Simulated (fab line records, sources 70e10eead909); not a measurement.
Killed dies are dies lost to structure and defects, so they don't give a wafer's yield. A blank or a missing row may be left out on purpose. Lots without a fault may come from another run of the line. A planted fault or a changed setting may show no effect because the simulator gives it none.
fab line records | flow nand_harc
record lots=13 wafers=39 last_day=33
route steps=1302 shown P_M1@316 P_M2@340 END@1302
lots that met no fault: from a run of the same line without faults
start_h: hours from the record's first day to the start of the lot's first wafer shown | wait_h: hours since the lot's step before | " the same as in the row above | L1.1+2: a row that stands for several wafers | - no value, or no start given | * or withheld: withheld | < > ~ a bound
route shown NAME@n: a module of which the file shows steps, and the number in the route of the first | usual: mean/standard deviation of fault-free wafers | same: alike in all rows | chamber/n: place in a boat | sites: the reading at each site | _std_site: their standard deviation | _edge_site: outer sites' mean less inner sites' | radius_mm: how far each site lies from the wafer's centre | mask NAME#n: copy n | behind: the tool/chamber that last shaped the wafer | hold: why the lot was held/for how many hours/how that ended | device: the transistor (n, p or np) that didn't switch | end of line: the same wafers' tests at the end of the route | a step without rows: its recipe alone | killed: dies lost to structure and defects at the first sort, not the wafer's yield | map: a wafer's dies, x killed, . not, _ none there
set.NAME: the setting as run; set.NAME@STEP: as run at that earlier step | model.NAME: the simulator's own value behind a step, which no gauge read
steps of the route over a sample of lots; a table a step, a row a wafer
services: from which hour (start_h, from the record's first day; less than 0 if before it) a tool's chamber was out of use, for how many hours, and why
## steps
# step NHARC_P_M1_PRE_CLEAN_32
# recipe time_s=12 temp_c=370 rf_power_w=300 gas=NH3
# usual heater_power_w=626/63
# columns lot.wafer tool chamber start_h wait_h heater_power_w
L120.3 pecvd-02 2 126.64 0.1 643
L120.1 " 0 " " 681
L120.5 " 1 " " 676
L123.1 pecvd-03 0 157.88 0.1 477
L123.6 " 0 " " 489
L123.5 " 1 " " 565
L122.1 pecvd-03 1 160.41 0.1 646
L122.4 " 1 " " 631
L122.5 " 1 " " 637
L125.1 pecvd-03 0 182.33 0.1 555
L125.2 " 1 " " 605
L125.6 " 2 " " 629
L129.1 pecvd-02 1 213.81 0.1 586
L129.5 " 1 " " 587
L129.6 " 0 " " 689
L135.1 pecvd-02 0 276.56 0.1 647
L135.2 " 1 " " 557
L135.6 " 2 " " 614
L136.2 pecvd-03 1 290.48 0.1 605
L136.4 " 2 " " 628
L136.6 " 0 " " 475
L137.2 pecvd-02 1 299.90 0.1 594
L137.1 " 2 " " 627
L137.4 " 1 " " 584
L138.3 pecvd-03 0 306.30 0.1 576
L138.4 " 0 " " 569
L138.5 " 1 " " 672
L140.2 pecvd-03 0 321.81 0.1 581
L140.3 " 2 " " 711
L140.4 " 0 " " 576
L139.3 pecvd-02 1 322.64 0.1 607
L139.2 " 2 " " 607
L139.5 " 2 " " 613
L141.1 pecvd-03 2 334.09 0.1 706
L141.2 " 0 " " 510
L141.3 " 1 " " 635
L142.1 pecvd-01 1 346.87 0.1 620
L142.2 " 2 " " 761
L142.5 " 1 " " 613
# step NHARC_P_M2_PVD_20
# recipe target_thk_a=50 bias_v=168.6 power_w=15000 chamber_pressure_pa=0.12 time_s=8.06 substrate_temp_c=50 material=TaN
# usual throttle_valve_pct=30.1/1.2 time_s=8.06/0
# columns lot.wafer tool chamber start_h wait_h throttle_valve_pct time_s
L120.1 pvd_sputter-02 - 129.33 - 28.5 8.06
L120.3 " - " " 31.5 8.06
L120.5 " - " " 28.9 8.06
L123.1 pvd_sputter-02 - 160.81 - 29.0 8.06
L123.6 " - " " 31.8 8.06
L123.5 " - " " 31.3 8.06
L122.4 pvd_sputter-02 - 163.16 - 32.2 8.06
L122.1 " - " " 28.9 8.06
L122.5 " - " " 28.6 8.06
L125.1 pvd_sputter-02 - 185.02 - 28.9 12.42
L125.2 " - " " 28.8 12.42
L125.6 " - " " 29.0 8.06
L129.1 pvd_sputter-02 - 216.50 - 32.0 12.42
L129.6 " - " " 32.1 8.06
L129.5 " - " " 31.5 8.06
L135.2 pvd_sputter-02 - 279.22 - 31.8 8.06
L135.1 " - " " 31.9 8.06
L135.6 " - " " 28.7 8.06
L136.2 pvd_sputter-03 - 293.23 - 29.1 8.06
L136.4 " - " " 30.1 8.06
L136.6 " - " " 28.7 8.06
L137.2 pvd_sputter-01 - 302.47 - 30.9 8.06
L137.4 " - " " 30.8 8.06
L137.1 " - " " 28.8 8.06
L138.3 pvd_sputter-01 - 308.89 - 29.6 8.06
L138.4 " - " " 30.8 8.06
L138.5 " - " " 30.9 8.06
L140.3 pvd_sputter-02 - 324.33 - 29.0 8.06
L140.4 " - " " 31.3 8.06
L140.2 " - " " 29.9 8.06
L139.3 pvd_sputter-02 - 325.15 - 32.0 8.06
L139.2 " - " " 30.0 8.06
L139.5 " - " " 32.2 8.06
L141.2 pvd_sputter-01 - 336.61 - 30.8 8.06
L141.1 " - " " 31.0 8.06
L141.3 " - " " 31.0 8.06
L142.2 pvd_sputter-02 - 350.04 - 31.2 8.06
L142.1 " - " " 29.1 8.06
L142.5 " - " " 31.4 8.06
# step NHARC_P_M2_PVD_21
# recipe target_thk_a=300 chamber_pressure_pa=5 power_w=5000 substrate_temp_c=30 time_s=20.49 material=Cu
# usual throttle_valve_pct=30.2/1.2 time_s=20.49/0
# columns lot.wafer tool chamber start_h wait_h throttle_valve_pct time_s
L120.1 pvd_sputter-02 - - - 31.6 20.49
L120.3 " - " " 29.0 20.49
L120.5 " - " " 28.9 20.49
L123.1 pvd_sputter-02 - - - 32.0 20.49
L123.6 " - " " 29.0 20.49
L123.5 " - " " 28.7 20.49
L122.1 pvd_sputter-02 - - - 32.1 20.49
L122.4 " - " " 31.3 20.49
L122.5 " - " " 31.6 20.49
L125.1 pvd_sputter-02 - - - 29.0 20.49
L125.2 " - " " 32.1 20.49
L125.6 " - " " 31.8 20.49
L129.1 pvd_sputter-02 - - - 29.1 20.49
L129.5 " - " " 31.4 20.49
L129.6 " - " " 28.8 20.49
L135.1 pvd_sputter-02 - - - 31.6 20.49
L135.2 " - " " 28.9 20.49
L135.6 " - " " 28.6 20.49
L136.4 pvd_sputter-03 - - - 29.7 20.49
L136.2 " - " " 30.1 20.49
L136.6 " - " " 28.8 20.49
L137.2 pvd_sputter-01 - - - 30.9 20.49
L137.1 " - " " 31.1 20.49
L137.4 " - " " 31.1 20.49
L138.4 pvd_sputter-01 - - - 30.8 20.49
L138.3 " - " " 29.5 20.49
L138.5 " - " " 31.0 20.49
L140.3 pvd_sputter-02 - - - 31.4 20.49
L140.4 " - " " 30.3 20.49
L140.2 " - " " 29.1 20.49
L139.3 pvd_sputter-02 - - - 32.2 20.49
L139.2 " - " " 30.1 20.49
L139.5 " - " " 32.3 20.49
L141.3 pvd_sputter-01 - - - 31.2 20.49
L141.2 " - " " 31.1 20.49
L141.1 " - " " 29.1 20.49
L142.1 pvd_sputter-02 - - - 29.1 20.49
L142.2 " - " " 32.0 20.49
L142.5 " - " " 29.9 20.49
# step NHARC_P_M2_ANNEAL_31
# recipe temp_c=225 time_s=90
# usual wafer_temp_C_max=225.85/0.22
# columns lot.wafer tool chamber start_h wait_h wafer_temp_C_max
L120.1 rtp_anneal-01 0 129.95 - 225.75
L120.3 " 0 " " 225.57
L120.5 " 0 " " 225.57
L123.1 rtp_anneal-01 0 161.39 - 226.01
L123.5 " 0 " " 225.65
L123.6 " 0 " " 226.03
L122.1 rtp_anneal-01 0 163.80 - 225.93
L122.4 " 0 " " 226.21
L122.5 " 0 " " 225.92
L125.1 rtp_anneal-02 0 185.64 0.3 225.83
L125.2 " 0 " " 226.00
L125.6 " 0 " " 226.21
L129.1 rtp_anneal-02 0 217.21 - 225.91
L129.5 " 0 " " 225.70
L129.6 " 0 " " 226.09
L135.1 rtp_anneal-01 0 279.81 - 226.18
L135.2 " 0 " " 226.24
L135.6 " 0 " " 225.73
L136.2 rtp_anneal-01 0 293.87 - 225.95
L136.4 " 0 " " 226.11
L136.6 " 0 " " 225.92
L137.1 rtp_anneal-01 0 303.09 - 225.35
L137.2 " 0 " " 225.38
L137.4 " 0 " " 225.88
L138.3 rtp_anneal-01 0 309.62 0.3 225.31
L138.4 " 0 " " 225.36
L138.5 " 0 " " 225.65
L140.2 rtp_anneal-02 0 325.01 0.4 225.89
L140.3 " 0 " " 225.61
L140.4 " 0 " " 225.71
L139.2 rtp_anneal-01 0 325.82 - 225.93
L139.3 " 0 " " 225.84
L139.5 " 0 " " 225.97
L141.1 rtp_anneal-01 0 337.21 - 226.02
L141.2 " 0 " " 225.81
L141.3 " 0 " " 225.84
L142.1 rtp_anneal-01 0 350.72 - 225.89
L142.2 " 0 " " 225.98
L142.5 " 0 " " 225.94
# step NHARC_END_SORT_01
# recipe temp_c=25
# usual defect_limited_yield=91/3.4 killed_at_array=54/23 killed_at_other=1.2/1.5 killed_at_periphery=3.9/2.5 killed_dies=59/23 killed_open=3.2/1.7 killed_short=2.4/1.6 sort_bin_2_pct=3.0/1.4 sort_bin_3_pct=0.7/0.45 sort_bin_4_pct=5.0/1.9 sort_n_pass=618/23 sort_rim_yield_pct=92/3.8 sort_yield_pct=91/3.4
# same gross_dies=677 sort_bin_5_pct[%]=0 sort_bin_6_pct[%]=0 sort_bin_7_pct[%]=0 sort_bin_8_pct[%]=0 sort_rim_n_gross=106.00
# columns lot.wafer tool chamber start_h wait_h defect_limited_yield[%] killed_at_array killed_at_other killed_at_periphery killed_dies killed_open killed_short sort_bin_2_pct[%] sort_bin_3_pct[%] sort_bin_4_pct[%] sort_n_pass sort_rim_yield_pct[%] sort_yield_pct[%]
L123.1 prober-01 0 587.91 2.5 96 19 1 6 26 6 8 0.4 0.1 3.2 651 94 96
L123.5 prober-01 0 591.10 3.7 98 15 1 0 16 0 3 0.3 0.1 1.9 661 94 98
L123.6 prober-01 0 591.90 4.0 96 23 1 3 27 3 3 0.6 0 3.4 650 94 96
L129.1 prober-02 0 649.46 2.5 88 78 0 6 84 4 2 4.7 1.0 6.6 593 91 88
L129.5 prober-02 0 652.69 3.7 89 70 0 4 74 4 6 3.7 0.4 6.8 603 87 89
L129.6 prober-02 0 653.50 4.0 87 83 1 4 88 4 2 4.0 1.9 7.1 589 88 87
L135.1 prober-01 0 713.83 2.5 88 74 1 7 82 1 1 5.0 1.0 6.1 595 92 88
L135.2 prober-01 0 714.63 2.8 87 84 0 3 87 1 2 4.0 0.9 8.0 590 92 87
L135.6 prober-01 0 717.82 4.0 88 73 2 7 82 3 2 5.9 0.6 5.6 595 90 88
L136.2 prober-01 0 734.89 2.8 91 58 1 1 60 4 4 3.8 1.0 4.0 617 91 91
L136.4 prober-01 0 736.49 3.4 90 65 0 4 69 5 1 4.1 1.2 4.9 608 92 90
L136.6 prober-01 0 738.09 4.0 89 69 0 4 73 1 0 3.4 1.5 5.9 604 90 89
L137.1 prober-01 0 742.18 2.5 90 64 0 5 69 4 2 3.5 0.7 5.9 608 89 90
L137.2 prober-01 0 742.98 2.8 93 45 0 0 45 2 1 2.5 0.4 3.7 632 87 93
L137.4 prober-01 0 744.58 3.4 94 33 0 5 38 2 1 2.8 0.1 2.7 639 91 94
L138.3 prober-02 0 750.52 3.2 88 75 1 3 79 1 0 4.0 1.2 6.5 598 93 88
L138.4 prober-02 0 751.34 3.5 87 82 0 4 86 2 3 5.0 0.9 6.8 591 92 87
L138.5 prober-02 0 752.15 3.8 87 83 0 3 86 3 2 4.7 0.4 7.5 591 92 87
L139.2 prober-01 0 750.73 2.8 91 54 0 7 61 5 3 2.5 0.7 5.8 616 88 91
L139.3 prober-01 0 751.54 3.1 92 53 2 1 56 4 3 3.8 0.3 4.1 621 91 92
L139.5 prober-01 0 753.15 3.7 92 48 4 1 53 1 1 3.0 0.3 4.6 624 89 92
# killed by level:class
L123.1 A_CHANNEL_HOLE_D2:chamber_film_flake=4 A_STAIRCASE:chamber_film_flake=3 P_CONTACT:geometric_particle:open=2 P_STI:geometric_particle:open=1 P_CONTACT:geometric_particle:short=1 P_M0:geometric_particle:short=1 A_ONON_D1:geometric_particle:short=1 A_DECK1_JOINT:geometric_particle:short=1
L123.5 A_STAIRCASE:chamber_film_flake=5 A_CHANNEL_HOLE_D2:chamber_film_flake=3 A_CONTACT:chamber_film_flake=3 A_CHANNEL_HOLE_D1:geometric_particle:short=1 A_DECK1_JOINT:geometric_particle:short=1 A_WL_FILL:geometric_particle:short=1 A_CHANNEL_FILL_D2:chamber_film_flake=1 THIN_TSV:chamber_film_flake=1
L123.6 A_STAIRCASE:chamber_film_flake=9 A_CHANNEL_HOLE_D2:chamber_film_flake=5 A_CONTACT:chamber_film_flake=3 P_M0:geometric_particle:short=1 P_M1:geometric_particle:open=1 A_CHANNEL_FILL_D2:geometric_particle:short=1 A_CHANNEL_FILL_D2:geometric_particle:open=1 A_SGD_CUT:geometric_particle:open=1
L129.1 A_CHANNEL_HOLE_D1:chamber_film_flake=28 A_SLIT:chamber_film_flake=19 A_CHANNEL_HOLE_D2:chamber_film_flake=13 P_ZERO_WELL:chamber_film_flake=4 A_STAIRCASE:chamber_film_flake=4 A_CONTACT:chamber_film_flake=4 A_DECK1_JOINT:chamber_film_flake=2 A_CHANNEL_FILL_D2:chamber_film_flake=2
L129.5 A_CHANNEL_HOLE_D1:chamber_film_flake=29 A_SLIT:chamber_film_flake=20 A_CHANNEL_HOLE_D2:chamber_film_flake=6 A_CONTACT:chamber_film_flake=4 A_STAIRCASE:chamber_film_flake=2 P_GATE:geometric_particle:short=1 P_M0:geometric_particle:open=1 P_M0:geometric_particle:short=1
L129.6 A_CHANNEL_HOLE_D1:chamber_film_flake=32 A_SLIT:chamber_film_flake=22 A_CHANNEL_HOLE_D2:chamber_film_flake=17 P_STI:chamber_film_flake=2 A_CHANNEL_FILL_D2:chamber_film_flake=2 A_STAIRCASE:chamber_film_flake=2 A_WL_FILL:chamber_film_flake=2 A_M0:chamber_film_flake=2
L135.1 A_CHANNEL_HOLE_D1:chamber_film_flake=35 A_SLIT:chamber_film_flake=20 A_STAIRCASE:chamber_film_flake=11 P_M2:chamber_film_flake=4 A_CONTACT:chamber_film_flake=4 P_ZERO_WELL:chamber_film_flake=2 P_M0:geometric_particle:open=1 A_WL_FILL:geometric_particle:short=1
L135.2 A_CHANNEL_HOLE_D1:chamber_film_flake=39 A_SLIT:chamber_film_flake=26 A_CONTACT:chamber_film_flake=8 A_STAIRCASE:chamber_film_flake=7 P_M2:chamber_film_flake=3 A_CHANNEL_FILL_D1:geometric_particle:short=1 A_BLC:geometric_particle:open=1 A_M0:geometric_particle:short=1
L135.6 A_CHANNEL_HOLE_D1:chamber_film_flake=30 A_SLIT:chamber_film_flake=25 A_STAIRCASE:chamber_film_flake=7 P_M2:chamber_film_flake=5 A_CONTACT:chamber_film_flake=5 A_SOURCE_PLATE:geometric_particle:open=1 A_ONON_D1:geometric_particle:open=1 A_DECK1_JOINT:geometric_particle:short=1
L136.2 A_CHANNEL_HOLE_D1:chamber_film_flake=28 A_SLIT:chamber_film_flake=17 A_STAIRCASE:chamber_film_flake=3 A_CONTACT:chamber_film_flake=2 A_ONON_D1:geometric_particle:open=1 A_ONON_D1:geometric_particle:short=1 A_CHANNEL_HOLE_D1:geometric_particle:open=1 A_DECK1_JOINT:geometric_particle:short=1
L136.4 A_CHANNEL_HOLE_D1:chamber_film_flake=27 A_SLIT:chamber_film_flake=20 A_STAIRCASE:chamber_film_flake=7 A_CONTACT:chamber_film_flake=4 A_DECK1_JOINT:geometric_particle:open=2 P_ZERO_WELL:chamber_film_flake=2 P_GATE:chamber_film_flake=2 A_ONON_D2:geometric_particle:open=1
L136.6 A_CHANNEL_HOLE_D1:chamber_film_flake=28 A_SLIT:chamber_film_flake=23 A_CONTACT:chamber_film_flake=6 A_STAIRCASE:chamber_film_flake=5 P_GATE:chamber_film_flake=4 A_ZERO_WELL:chamber_film_flake=2 A_WL_FILL:chamber_film_flake=2 A_M0:geometric_particle:open=1
L137.1 A_SLIT:chamber_film_flake=25 A_CHANNEL_HOLE_D2:chamber_film_flake=15 A_CHANNEL_HOLE_D1:chamber_film_flake=11 A_CONTACT:chamber_film_flake=4 A_M0:geometric_particle:open=2 P_M0:chamber_film_flake=2 A_DECK1_JOINT:chamber_film_flake=2 A_STAIRCASE:chamber_film_flake=2
L137.2 A_CHANNEL_HOLE_D2:chamber_film_flake=13 A_SLIT:chamber_film_flake=13 A_CHANNEL_HOLE_D1:chamber_film_flake=10 A_CONTACT:chamber_film_flake=3 A_CHANNEL_HOLE_D1:geometric_particle:short=1 A_CHANNEL_FILL_D1:geometric_particle:open=1 A_BLC:geometric_particle:open=1 A_DECK1_JOINT:chamber_film_flake=1
L137.4 A_SLIT:chamber_film_flake=17 A_CHANNEL_HOLE_D2:chamber_film_flake=9 A_DECK1_JOINT:chamber_film_flake=4 P_M0:chamber_film_flake=3 P_GATE:geometric_particle:open=1 P_M0:geometric_particle:open=1 A_WL_FILL:geometric_particle:short=1 A_STAIRCASE:chamber_film_flake=1
L138.3 A_CHANNEL_HOLE_D1:chamber_film_flake=32 A_CHANNEL_HOLE_D2:chamber_film_flake=25 A_SLIT:chamber_film_flake=7 A_CONTACT:chamber_film_flake=7 A_STAIRCASE:chamber_film_flake=3 P_BONDPAD:chamber_film_flake=2 P_M1:geometric_particle:open=1 A_BONDPAD:chamber_film_flake=1
L139.2 A_SLIT:chamber_film_flake=28 A_CHANNEL_HOLE_D1:chamber_film_flake=11 A_CONTACT:chamber_film_flake=9 P_CONTACT:geometric_particle:short=2 P_STI:chamber_film_flake=2 A_CHANNEL_HOLE_D2:chamber_film_flake=2 P_GATE:geometric_particle:short=1 P_CONTACT:geometric_particle:open=1
L138.4 A_CHANNEL_HOLE_D1:chamber_film_flake=39 A_CHANNEL_HOLE_D2:chamber_film_flake=17 A_CONTACT:chamber_film_flake=11 A_SLIT:chamber_film_flake=6 P_M0:chamber_film_flake=2 A_WL_FILL:chamber_film_flake=2 P_CONTACT:geometric_particle:open=1 A_CHANNEL_FILL_D1:geometric_particle:short=1
L139.3 A_SLIT:chamber_film_flake=28 A_CONTACT:chamber_film_flake=9 A_CHANNEL_HOLE_D1:chamber_film_flake=7 A_SGD_CUT:geometric_particle:short=2 THIN_TSV:chamber_film_flake=2 A_SOURCE_PLATE:geometric_particle:open=1 A_ONON_D1:geometric_particle:open=1 A_CHANNEL_FILL_D2:geometric_particle:open=1
L138.5 A_CHANNEL_HOLE_D1:chamber_film_flake=38 A_CHANNEL_HOLE_D2:chamber_film_flake=23 A_SLIT:chamber_film_flake=8 A_CONTACT:chamber_film_flake=4 A_STAIRCASE:chamber_film_flake=3 A_SGD_CUT:chamber_film_flake=2 P_STI:geometric_particle:open=1 P_GATE:geometric_particle:open=1
L139.5 A_SLIT:chamber_film_flake=24 A_CHANNEL_HOLE_D1:chamber_film_flake=11 A_CONTACT:chamber_film_flake=7 THIN_TSV:chamber_film_flake=4 A_DECK1_JOINT:chamber_film_flake=2 A_CHANNEL_HOLE_D2:chamber_film_flake=2 A_CHANNEL_FILL_D2:geometric_particle:short=1 A_M1:geometric_particle:open=1
## services
# columns tool chamber start_h hours kind
pvd_sputter-02 - 108.52 10.0 pm
pecvd-01 - 130.18 13.0 pm
pecvd-03 2 145.28 17.6 repair
pecvd-01 1 159.31 2.1 repair
pvd_sputter-03 - 170.00 10.0 pm
pecvd-02 - 180.38 2.6 repair
pecvd-03 - 185.00 13.0 pm
pecvd-03 0 185.00 13.0 vent_cycle
pecvd-03 1 185.00 13.0 vent_cycle
pecvd-03 2 185.00 13.0 vent_cycle
pecvd-03 0 198.00 - clean
pecvd-03 1 198.00 - clean
pecvd-03 2 198.00 - clean
pvd_sputter-01 - 226.09 10.0 pm
pecvd-02 - 227.00 13.0 pm
pvd_sputter-03 - 246.90 2.3 repair
pecvd-03 1 260.06 2.0 repair
pecvd-01 1 277.13 4.1 repair
rtp_anneal-02 - 282.60 31.3 repair
pecvd-01 - 284.69 0.3 repair
pvd_sputter-02 - 286.53 10.0 pm
pecvd-01 - 311.18 13.0 pm
pvd_sputter-03 - 318.58 0.9 repair
pvd_sputter-03 - 348.00 10.0 pm
## key
first_sign step=NHARC_P_M2_PVD_20 reading=time_s direction=up sigmas=99+ usual=* struck=*
effect none on later readings
met_at NHARC_P_M2_PVD_20
struck_lots L125,L129
struck_wafers L125.1,L125.2,L129.1
not_acting_at NHARC_P_M1_PRE_CLEAN_32,NHARC_P_M2_PVD_21,NHARC_P_M2_ANNEAL_31
onset_between 163.16 185.02
fault kind=process_parameter_drift tool=pvd_sputter-02 chamber=- onset_h=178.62 steps=NHARC_P_M2_PVD_20 channel=time_s offset=* shape=step end_h=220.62 scope=struck_wafers_only acts_in=* stated=*
